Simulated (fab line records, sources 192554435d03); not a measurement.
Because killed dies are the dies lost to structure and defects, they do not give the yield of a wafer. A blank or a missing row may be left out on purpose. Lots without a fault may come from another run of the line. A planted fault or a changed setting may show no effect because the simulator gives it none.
fab line records	flow n5-finfet	part 1 of 2: steps 1 to 23 of 30
record lots=5	wafers=15	last-day=16
route steps=1938 shown GATE_CUT@506 MOL_CONTACT_COAG@517
lots that met no fault: taken from a fault-free run of the same line
start-h: hours from the record's first day to the start of the lot's first wafer shown	wait-h: hours from the lot's prior step to this one	" unchanged from the row above	L1.1+2: a row that stands for several wafers	- no value present, or no start provided	* or withheld: withheld	< > ~ a bound
route shown NAME@n: NAME is a module with steps in the file, n the number in the route of the first one	usual: the fault-free wafers' mean and standard deviation	same: alike in all rows	chamber/n: place in a boat	sites: each site's reading	_std_site: how widely they spread, as a standard deviation	_edge_site: inner sites' mean taken away from outer sites' mean	radius-mm: how far each site lies from the wafer's centre	mask NAME#n: copy n	behind: the last tool/chamber to shape the wafer	hold: reason for holding the lot/hours on hold/outcome of the hold	device: transistor that didn't switch, given as n, p or np	end of line: tests run on the same wafers once the route is complete	step lacking rows: just its recipe	killed: not the wafer's yield, but the dies lost to structure and defects at the first sort	map: per-die view of a wafer (x killed, . not killed, _ where there is no die)
set.NAME: the setting that was run; set.NAME@STEP: the one run at that earlier step	model.NAME: the simulator's own value behind a step, which no gauge read
lots seen at some steps along the route; tables by step, rows by wafer
services: a tool's chamber out of use, with start hour (start-h, from the record's first day; less than 0 if before it), hours out, and reason
## steps
# step N5_GATE_CUT_VAPOR_ETCH_51
# recipe chemistry=BCl3/Cl2	target=HfO2	mode=isotropic
# usual drypump-motor-current-A=6.0/0.41	oes-product-au=0.83/0.086
lot.wafer	tool	chamber	start-h	wait-h	drypump-motor-current-A	oes-product-au
L077.1	rie-metal-03	0	103.76	0.0	6.3	0.95
L077.2	"	1	"	"	6.3	0.89
L077.3	"	1	"	"	6.3	0.88
L079.1	rie-metal-02	1	117.30	0.0	6.0	0.79
L079.5	"	1	"	"	6.0	0.81
L079.6	"	0	"	"	5.5	0.73
L087.4	rie-metal-01	1	166.12	0.0	6.2	0.60
L087.5	"	1	"	"	6.3	0.60
L087.6	"	0	"	"	4.7	0.93
L088.2	rie-metal-02	1	168.25	0.0	6.1	0.78
L088.5	"	1	"	"	6.0	0.79
L088.6	"	0	"	"	5.6	0.72
L090.4	rie-metal-02	0	180.16	0.0	5.6	0.72
L090.5	"	1	"	"	6.0	0.78
L090.6	"	0	"	"	5.6	0.71
# step N5_GATE_CUT_STRIP_21
# recipe chemistry=N2/H2	time-s=30	power-w=1000	temp-c=250	pressure-mtorr=withheld	n2-flow-sccm=1750	h2-flow-sccm=3250
# usual drypump-motor-current-A=5.7/0.32	heater-power-w=355/33
lot.wafer	tool	chamber	start-h	wait-h	drypump-motor-current-A	heater-power-w	rf-hours-counter-h
L077.1	plasma-asher-02	0	103.81	0.0	5.5	377	41
L077.2	"	1	"	"	6.0	368	41
L077.3	"	1	"	"	5.9	358	-
L079.1	plasma-asher-01	1	117.36	0.0	6.2	396	99
L079.5	"	0	"	"	5.4	295	-
L079.6	"	1	"	"	6.1	383	-
L087.4	plasma-asher-02	0	166.18	0.1	5.5	368	-
L087.5	"	0	"	"	5.5	373	-
L087.6	"	1	"	"	6.0	367	-
L088.2	plasma-asher-02	1	168.30	0.0	6.0	371	52
L088.5	"	0	"	"	5.5	365	-
L088.6	"	1	"	"	5.9	356	-
L090.4	plasma-asher-01	1	180.22	0.1	6.2	378	-
L090.5	"	1	"	"	6.1	384	-
L090.6	"	0	"	"	5.4	296	-
# step N5_GATE_CUT_STRIP_29
# recipe chemistry=post-etch-residue-remover	time-s=60	temp-c=25	remover-ph=withheld	remover-water-wt-pct=withheld	remover-fluoride-wt-pct=withheld
lot.wafer	tool	chamber	start-h	wait-h
L077.1+2+3	wet-bench-02	2,4,7	103.90	0.1
L079.1+5+6	wet-bench-03	2,7,6	117.45	0.1
L087.4+5+6	wet-bench-04	7,5,6	166.25	0.0
L088.2+5+6	wet-bench-04	4,3,1	168.39	0.1
L090.4+5+6	wet-bench-03	4,0,5	180.29	0.0
# step N5_GATE_CUT_SRD_52
# recipe dry=ipa-marangoni	time-s=30	temp-c=23	rinse-liquid=diw
lot.wafer	tool	chamber	start-h	wait-h
L077.1+2+3	wet-bench-02	2,4,7	103.92	0.0
L079.1+5+6	wet-bench-03	2,7,6	117.47	0.0
L087.4+5+6	wet-bench-04	7,5,6	166.27	0.0
L088.2+5+6	wet-bench-04	4,3,1	168.41	0.0
L090.4+5+6	wet-bench-03	4,0,5	180.31	0.0
# step N5_GATE_CUT_ALD_22
# recipe material=SiNx	target-thk-a=160	temp-c=400	ald-precursor-family=SiH2I2	ald-co-reactant=N2/H2-plasma	pulse-time-s=1	ald-cycles=320	purge-time-s=2	co-reactant-purge-time-s=2	pressure-torr=2
# usual heater-power-w=830/74	precursor-pulse-height-rel=0.998/0.02	susceptor-temp-C=400.00/0.2
lot.wafer	tool	chamber	start-h	wait-h	heater-power-w	precursor-pulse-height-rel	susceptor-temp-C
L077.1	ald-sin-04	3	103.96	0.0	880	0.957	399.85
L077.2	"	2	"	"	861	1.028	400.25
L077.3	"	1	"	"	745	0.974	400.10
L079.1	ald-sin-01	3	117.95	0.5	964	0.979	399.94
L079.5	"	1	"	"	812	1.011	399.93
L079.6	"	0	"	"	972	1.005	400.19
L087.4	ald-sin-03	3	166.31	0.0	730	1.022	399.86
L087.5	"	3	"	"	745	0.979	399.86
L087.6	"	0	"	"	845	0.992	400.00
L088.2	ald-sin-04	1	168.45	0.0	745	1.023	399.99
L088.5	"	1	"	"	747	1.021	399.77
L088.6	"	0	"	"	829	1.004	399.86
L090.4	ald-sin-03	0	181.48	1.1	838	0.982	399.70
L090.5	"	3	"	"	747	0.997	400.19
L090.6	"	0	"	"	836	1.011	399.42
# step N5_GATE_CUT_CMP_23
# recipe stop-on=SiO2	t-overpolish-s=23.4	post-cmp-clean=alkaline-brush	down-force-psi=2.5	platen-rpm=51.8	pad-velocity-m-s=1.0307	target-thk-nm=16
# usual motor-current-A=8.7/0.8	overpolish-run-s=23.401/0.0087	time-to-endpoint-s=19.7/2.6
lot.wafer	tool	chamber	start-h	wait-h	motor-current-A	overpolish-run-s	time-to-endpoint-s
L077.3	cmp-02	3	105.45	0.8	8.0	23.403	23.6
L077.1	"	0	"	"	9.5	23.393	21.2
L077.2	"	1	"	"	7.6	23.404	18.4
L079.1	cmp-01	2	119.44	0.8	10.0	23.397	17.9
L079.6	"	2	"	"	10.3	23.397	18.8
L079.5	"	3	"	"	8.4	23.402	17.1
L087.4	cmp-03	0	167.92	0.9	8.2	23.408	18.4
L087.6	"	1	"	"	7.9	23.399	23.4
L087.5	"	2	"	"	8.5	23.401	16.6
L088.2	cmp-01	3	169.98	0.8	8.5	23.414	19.7
L088.5	"	2	"	"	10.2	23.393	24.5
L088.6	"	3	"	"	9.0	23.399	19.5
L090.4	cmp-03	2	182.98	0.8	8.2	23.406	17.2
L090.5	"	2	"	"	8.3	23.395	15.2
L090.6	"	3	"	"	9.0	23.394	21.2
# step N5_GATE_CUT_THK_MEAS_24
# recipe reads=SiO2_of_GATE_CUT_HM_DEP_46+SiO2_flowable_of_ILD0_FCVD_FILL_01
# usual GC_FILL_THK=220.9/2.4
lot.wafer	tool	chamber	start-h	wait-h	GC_FILL_THK[nm]
L077.1	film-metro-02	-	105.75	-	220.2
L077.2	"	-	"	"	222.6
L077.3	"	-	"	"	222.6
L079.1	film-metro-01	-	119.73	-	223.9
L079.5	"	-	"	"	224.7
L079.6	"	-	"	"	224.9
L087.4	film-metro-01	-	168.10	-	225.0
L087.5	"	-	"	"	221.5
L087.6	"	-	"	"	219.9
L088.2	film-metro-02	-	170.24	-	219.8
L088.5	"	-	"	"	221.3
L088.6	"	-	"	"	222.6
L090.4	film-metro-01	-	183.28	-	220.3
L090.5	"	-	"	"	219.2
L090.6	"	-	"	"	216.9
# step N5_GATE_CUT_CMP_43
# recipe material=SiO2	post-cmp-clean=rinse-only
# usual motor-current-A=11.4/1
lot.wafer	tool	chamber	start-h	wait-h	motor-current-A
L077.1	cmp-02	3	105.78	0.0	10.9
L077.2	"	0	"	"	11.6
L077.3	"	2	"	"	9.5
L079.1	cmp-02	3	119.92	0.2	10.8
L079.6	"	1	"	"	10.6
L079.5	"	2	"	"	9.3
L087.4	cmp-03	1	168.21	0.1	10.2
L087.5	"	0	"	"	11.2
L087.6	"	1	"	"	10.2
L088.2	cmp-03	0	170.51	0.3	11.0
L088.5	"	1	"	"	10.6
L088.6	"	2	"	"	10.8
L090.4	cmp-03	0	183.38	0.1	11.0
L090.6	"	3	"	"	13.3
L090.5	"	0	"	"	10.2
# step N5_GATE_CUT_CMP_61
# recipe stop-on=SiNx	t-overpolish-s=3	post-cmp-clean=alkaline-brush	down-force-psi=4	platen-rpm=27.09	pad-velocity-m-s=0.539
# usual motor-current-A=11.4/1
lot.wafer	tool	chamber	start-h	wait-h	motor-current-A
L077.1	cmp-02	3	106.26	0.4	11.2
L077.2	"	0	"	"	11.7
L077.3	"	2	"	"	9.1
L079.1	cmp-02	3	120.30	0.3	10.3
L079.6	"	1	"	"	11.3
L079.5	"	2	"	"	9.1
L087.4	cmp-03	1	168.64	0.3	10.1
L087.5	"	0	"	"	10.2
L087.6	"	1	"	"	11.0
L088.2	cmp-03	0	170.84	0.2	10.7
L088.5	"	1	"	"	11.0
L088.6	"	2	"	"	10.9
L090.4	cmp-03	0	183.81	0.3	10.7
L090.6	"	3	"	"	12.1
L090.5	"	0	"	"	11.2
# step N5_GATE_CUT_INSPECT_26
# recipe inspect-instrument=darkfield	mode=post-cmp
# usual raw-defect-count=43/16
lot.wafer	tool	chamber	start-h	wait-h	raw-defect-count
L077.1	defect-inspect-01	-	106.49	0.0	62
L077.2	"	-	"	"	43
L077.3	"	-	"	"	53
L079.1	defect-inspect-02	-	120.47	0.0	43
L079.5	"	-	"	"	41
L079.6	"	-	"	"	36
L087.4	defect-inspect-02	-	168.84	0.0	52
L087.5	"	-	"	"	43
L087.6	"	-	"	"	34
L088.2	defect-inspect-02	-	170.98	0.0	49
L088.5	"	-	"	"	53
L088.6	"	-	"	"	38
L090.4	defect-inspect-02	-	184.02	0.0	51
L090.5	"	-	"	"	49
L090.6	"	-	"	"	46
# step N5_MOL_CONTACT_COAG_COAT_103
# recipe resist=SOC	temp-c=250	time-s=60	spin-rpm=1500	resist-thk-nm=80
# usual chill-plate-temp-C=23.02/0.12
lot.wafer	tool	chamber	start-h	wait-h	chill-plate-temp-C
L077.1	litho-track-03	0	106.52	0.0	22.98
L077.2	"	0	"	"	23.08
L077.3	"	0	"	"	22.97
L079.1	litho-track-04	0	120.51	0.0	22.94
L079.5	"	0	"	"	22.89
L079.6	"	0	"	"	22.89
L087.4	litho-track-03	0	168.87	0.0	22.84
L087.5	"	0	"	"	22.88
L087.6	"	0	"	"	22.77
L088.2	litho-track-01	0	171.01	0.0	22.95
L088.5	"	0	"	"	22.91
L088.6	"	0	"	"	22.90
L090.4	litho-track-03	0	184.05	0.0	23.12
L090.5	"	0	"	"	22.96
L090.6	"	0	"	"	23.03
# step N5_MOL_CONTACT_COAG_COAT_104
# recipe resist=SiARC	temp-c=220	time-s=60	spin-rpm=1500	resist-thk-nm=12
# usual chill-plate-temp-C=23.01/0.097
lot.wafer	tool	chamber	start-h	wait-h	chill-plate-temp-C
L077.1	litho-track-03	0	-	-	23.03
L077.2	"	0	"	"	23.01
L077.3	"	0	"	"	23.14
L079.1	litho-track-04	0	-	-	23.11
L079.5	"	0	"	"	23.12
L079.6	"	0	"	"	23.07
L087.4	litho-track-03	0	-	-	23.00
L087.5	"	0	"	"	23.10
L087.6	"	0	"	"	23.16
L088.2	litho-track-01	0	-	-	22.87
L088.5	"	0	"	"	22.81
L088.6	"	0	"	"	22.97
L090.4	litho-track-03	0	-	-	22.86
L090.5	"	0	"	"	22.94
L090.6	"	0	"	"	22.91
# step N5_MOL_CONTACT_COAG_COAT_58
# recipe resist=underlayer	temp-c=205	time-s=60	spin-rpm=1500	resist-thk-nm=10
# usual chill-plate-temp-C=23.00/0.1
lot.wafer	tool	chamber	start-h	wait-h	chill-plate-temp-C
L077.1	litho-track-03	0	-	-	22.88
L077.2	"	0	"	"	22.91
L077.3	"	0	"	"	22.98
L079.1	litho-track-04	0	-	-	23.11
L079.5	"	0	"	"	22.99
L079.6	"	0	"	"	23.13
L087.4	litho-track-03	0	-	-	22.90
L087.5	"	0	"	"	22.94
L087.6	"	0	"	"	23.02
L088.2	litho-track-01	0	-	-	22.94
L088.5	"	0	"	"	23.08
L088.6	"	0	"	"	22.76
L090.4	litho-track-03	0	-	-	22.96
L090.5	"	0	"	"	22.83
L090.6	"	0	"	"	22.88
# step N5_MOL_CONTACT_COAG_COAT_02
# recipe resist=CAR-EUV	spin-rpm=1500	resist-thk-nm=30
# usual chill-plate-temp-C=22.97/0.11
lot.wafer	tool	chamber	start-h	wait-h	chill-plate-temp-C
L077.1	litho-track-03	0	-	-	22.95
L077.2	"	0	"	"	22.99
L077.3	"	0	"	"	22.91
L079.1	litho-track-04	0	-	-	22.93
L079.5	"	0	"	"	22.84
L079.6	"	0	"	"	22.98
L087.4	litho-track-03	0	-	-	23.09
L087.5	"	0	"	"	22.92
L087.6	"	0	"	"	22.88
L088.2	litho-track-01	0	-	-	22.89
L088.5	"	0	"	"	23.07
L088.6	"	0	"	"	22.75
L090.4	litho-track-03	0	-	-	23.19
L090.5	"	0	"	"	23.20
L090.6	"	0	"	"	23.13
# step N5_MOL_CONTACT_COAG_EBR_04
# recipe solvent=PGMEA	ebr-width-mm=1.5
# usual chill-plate-temp-C=22.96/0.1
lot.wafer	tool	chamber	start-h	wait-h	chill-plate-temp-C
L077.1	litho-track-03	0	-	-	22.98
L077.2	"	0	"	"	22.79
L077.3	"	0	"	"	22.83
L079.1	litho-track-04	0	-	-	23.09
L079.5	"	0	"	"	23.02
L079.6	"	0	"	"	23.01
L087.4	litho-track-03	0	-	-	22.86
L087.5	"	0	"	"	22.78
L087.6	"	0	"	"	22.90
L088.2	litho-track-01	0	-	-	22.84
L088.5	"	0	"	"	22.80
L088.6	"	0	"	"	22.95
L090.4	litho-track-03	0	-	-	23.06
L090.5	"	0	"	"	23.01
L090.6	"	0	"	"	23.04
# step N5_MOL_CONTACT_COAG_SOFTBAKE_03
# recipe temp-c=110	time-s=60	resist=CAR-EUV
# usual chill-plate-temp-C=22.99/0.097
lot.wafer	tool	chamber	start-h	wait-h	chill-plate-temp-C
L077.1	litho-track-03	0	-	-	22.95
L077.2	"	0	"	"	22.93
L077.3	"	0	"	"	22.85
L079.1	litho-track-04	0	-	-	23.04
L079.5	"	0	"	"	23.04
L079.6	"	0	"	"	22.93
L087.4	litho-track-03	0	-	-	23.02
L087.5	"	0	"	"	22.97
L087.6	"	0	"	"	22.84
L088.2	litho-track-01	0	-	-	23.08
L088.5	"	0	"	"	23.07
L088.6	"	0	"	"	22.95
L090.4	litho-track-03	0	-	-	23.05
L090.5	"	0	"	"	22.82
L090.6	"	0	"	"	22.89
# step N5_MOL_CONTACT_COAG_EXPOSE_05
# recipe mask-id=CA	na=0.33	source-shape=annular	sigma-inner=0.4	sigma-outer=0.8	polarization=unpolarized	defocus-nm=0	dose-mj=38.25
# same sigma-outer=0.8
lot.wafer	tool	chamber	start-h	wait-h	mask
L077.1+2+3	euv-scanner-02	0	106.66	-	CA#0
L079.1+5+6	euv-scanner-01	0	120.64	-	CA#0
L087.4+5+6	euv-scanner-01	0	169.03	-	CA#0
L088.2+5+6	euv-scanner-02	0	171.28	-	CA#0
L090.4+5+6	euv-scanner-02	0	184.21	-	CA#0
# step N5_MOL_CONTACT_COAG_PEB_06
# recipe peb-temp-c=100	peb-time-s=60	resist=CAR-EUV
# usual chill-plate-temp-C=23.01/0.098
lot.wafer	tool	chamber	start-h	wait-h	chill-plate-temp-C
L077.1	litho-track-04	0	106.72	0.1	23.08
L077.2	"	0	"	"	23.15
L077.3	"	0	"	"	22.97
L079.1	litho-track-01	0	120.70	0.1	23.00
L079.5	"	0	"	"	23.05
L079.6	"	0	"	"	23.09
L087.4	litho-track-01	0	169.08	0.0	22.82
L087.5	"	0	"	"	22.96
L087.6	"	0	"	"	23.06
L088.2	litho-track-04	0	171.34	0.0	23.04
L088.5	"	0	"	"	23.09
L088.6	"	0	"	"	23.02
L090.4	litho-track-03	0	184.25	0.0	23.01
L090.5	"	0	"	"	22.75
L090.6	"	0	"	"	22.87
# step N5_MOL_CONTACT_COAG_DEVELOP_07
# recipe develop-time-s=30	developer=TMAH	resist=CAR-EUV	rinse-liquid=surfactant-rinse	dry=air-spin	dev-temp-c=23
# usual chill-plate-temp-C=22.98/0.11
lot.wafer	tool	chamber	start-h	wait-h	chill-plate-temp-C
L077.1	litho-track-04	0	-	-	23.07
L077.2	"	0	"	"	23.20
L077.3	"	0	"	"	23.16
L079.1	litho-track-01	0	-	-	23.04
L079.5	"	0	"	"	23.30
L079.6	"	0	"	"	23.14
L087.4	litho-track-01	0	-	-	22.92
L087.5	"	0	"	"	22.79
L087.6	"	0	"	"	22.82
L088.2	litho-track-04	0	-	-	22.85
L088.5	"	0	"	"	23.04
L088.6	"	0	"	"	23.17
L090.4	litho-track-03	0	-	-	23.02
L090.5	"	0	"	"	23.04
L090.6	"	0	"	"	23.01
# step N5_MOL_CONTACT_COAG_CD_MEAS_08
# recipe target-cd-nm=28	landing-energy-ev=500	detector=se-inlens	polarity=opening
# usual cd-nm=27.91/0.25
lot.wafer	tool	chamber	start-h	wait-h	cd-nm
L077.1	cd-sem-02	0	106.79	-	28.06
L077.2	"	0	"	"	27.98
L077.3	"	0	"	"	27.95
L079.1	cd-sem-02	0	120.77	-	27.82
L079.5	"	0	"	"	27.70
L079.6	"	0	"	"	28.04
L087.4	cd-sem-03	0	169.14	-	28.18
L087.5	"	0	"	"	27.91
L087.6	"	0	"	"	27.75
L088.2	cd-sem-03	0	171.40	-	28.09
L088.5	"	0	"	"	27.75
L088.6	"	0	"	"	27.81
L090.4	cd-sem-01	0	184.32	-	27.97
L090.5	"	0	"	"	28.80
L090.6	"	0	"	"	28.08
# step N5_MOL_CONTACT_COAG_OVL_MEAS_09
# recipe points-per-wafer=522
# usual CA_OVL=-0.5/0.59
lot.wafer	tool	chamber	start-h	wait-h	CA_OVL[nm]
L077.1	overlay-02	0	106.82	0.0	-0.5
L077.2	"	0	"	"	-1.2
L077.3	"	0	"	"	-1.0
L079.1	overlay-01	0	120.80	0.0	-1.1
L079.5	"	0	"	"	-1.4
L079.6	"	0	"	"	-1.9
L087.4	overlay-02	0	169.19	0.0	0.2
L087.5	"	0	"	"	-0.1
L087.6	"	0	"	"	0.2
L088.2	overlay-01	0	171.44	0.0	-0.1
L088.5	"	0	"	"	-0.1
L088.6	"	0	"	"	-0.4
L090.4	overlay-01	0	184.36	0.0	-1.4
L090.5	"	0	"	"	-0.7
L090.6	"	0	"	"	-0.6
# step N5_MOL_CONTACT_COAG_INSPECT_10
# recipe mode=adi	inspect-instrument=brightfield
# usual raw-defect-count=77/28
lot.wafer	tool	chamber	start-h	wait-h	raw-defect-count
L077.1	defect-inspect-02	-	106.87	0.1	110
L077.2	"	-	"	"	89
L077.3	"	-	"	"	96
L079.1	defect-inspect-01	-	120.86	0.1	92
L079.5	"	-	"	"	67
L079.6	"	-	"	"	54
L087.4	defect-inspect-01	-	169.23	0.0	91
L087.5	"	-	"	"	67
L087.6	"	-	"	"	71
L088.2	defect-inspect-02	-	171.49	0.0	86
L088.5	"	-	"	"	85
L088.6	"	-	"	"	61
L090.4	defect-inspect-02	-	184.41	0.0	86
L090.5	"	-	"	"	93
L090.6	"	-	"	"	82
# step N5_MOL_CONTACT_COAG_DESCUM_13
# recipe chemistry=O2	time-s=7	source-power-w=50	bias-power-w=20	pressure-mtorr=20	rf-frequency-hz=2.712e+07	temp-c=40	resist=CAR-EUV	o2-flow-sccm=225
# usual drypump-motor-current-A=5.7/0.37	o2-flow-sccm=224.8/0.71	oes-product-au=0.82/0.091	rf-vpp-V=243.3/1.2	showerhead-plenum-p-Torr=2.10/0.063	throttle-valve-pct=20.43/0.18
lot.wafer	tool	chamber	start-h	wait-h	drypump-motor-current-A	o2-flow-sccm	oes-product-au	rf-hours-counter-h	rf-vpp-V	showerhead-plenum-p-Torr	throttle-valve-pct
L077.1	rie-diel-01	2	106.91	0.0	4.9	223.9	1.02	0	245.3	2.17	20.30
L077.2	"	3	"	"	5.6	224.8	0.71	194	244.0	2.17	20.66
L077.3	"	1	"	"	6.1	224.9	0.89	52	245.2	2.13	20.43
L079.1	rie-diel-06	0	120.90	0.0	5.3	224.5	0.75	147	243.6	2.09	20.63
L079.5	"	1	"	"	6.1	224.4	0.71	-	242.4	1.98	20.38
L079.6	"	0	"	"	5.3	224.3	0.76	-	242.8	2.10	20.63
L087.4	rie-diel-05	2	169.26	0.0	5.8	224.8	0.88	45	242.2	2.05	20.61
L087.5	"	0	"	"	5.7	225.5	0.80	-	243.1	2.12	20.13
L087.6	"	1	"	"	5.8	225.9	0.90	-	241.6	2.03	20.45
L088.2	rie-diel-06	0	171.84	0.3	5.3	224.6	0.75	154	243.6	2.09	20.63
L088.5	"	1	"	"	6.1	224.4	0.70	-	240.8	1.97	20.38
L088.6	"	0	"	"	5.3	224.7	0.74	-	244.0	2.09	20.63
L090.4	rie-diel-05	0	184.44	0.0	5.7	224.4	0.80	99	244.3	2.12	20.12
L090.5	"	1	"	"	5.9	225.5	0.90	-	241.4	2.03	20.46
L090.6	"	2	"	"	5.8	224.6	0.87	-	243.3	2.05	20.60
